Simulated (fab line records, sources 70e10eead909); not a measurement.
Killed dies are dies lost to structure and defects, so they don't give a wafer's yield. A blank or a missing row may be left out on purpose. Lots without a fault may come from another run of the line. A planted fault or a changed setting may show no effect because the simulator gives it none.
Chamber matching | flow nand_harc | NHARC_A_STAIRCASE_DEP_325 on pecvd-02: 3 sister chambers
The step deposits SiO2, target thk 7200 nm. 3 wafers are shown with their chamber, then 11 later ones without.

WAFERS WITH THEIR CHAMBER
wafer  | chamber | heater_power_w (W)
L088.1 | 0       | 573
L088.3 | 1       | 700
L090.3 | 2       | 732

WAFERS WITHOUT THEIR CHAMBER
wafer  | heater_power_w (W)
L090.4 | 559
L090.6 | 623
L096.1 | 665
L096.2 | 723
L096.6 | 668
L096.3 | 559
L096.4 | 590
L096.5 | 535
L097.1 | 696
L097.5 | 528
L097.6 | 603

WHICH CHAMBER EACH WENT THROUGH
wafer  | from the rows above          | in truth
L090.4 | 0                            | 0
L090.6 | can't be placed: 0 or 1 or 2 | 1
L096.1 | can't be placed: 1 or 2 or 0 | 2
L096.2 | can't be placed: 2 or 1      | 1
L096.6 | can't be placed: 1 or 2      | 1
L096.3 | 0                            | 0
L096.4 | 0                            | 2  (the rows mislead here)
L096.5 | 0                            | 0
L097.1 | can't be placed: 1 or 2      | 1
L097.5 | 0                            | 0
L097.6 | 0                            | 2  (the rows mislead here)
Placed correctly: 4 of 11. Can't be placed from these rows: 5 (the true chamber is among the candidates in 5). Placed wrongly: 2.
How it was worked out, from the rows above alone: a wafer's distance from a chamber is the root of the sum, over the readings, of the square of ((its reading less the chamber's mean) divided by the reading's scatter). The wafer belongs to the nearest chamber; if the next one is less than 2 further off, it can't be placed. A chamber's mean is the mean of its shown wafers. The scatter: with one shown wafer a chamber, the root of the mean of the squares of how far each hidden wafer lies from its nearest shown one.
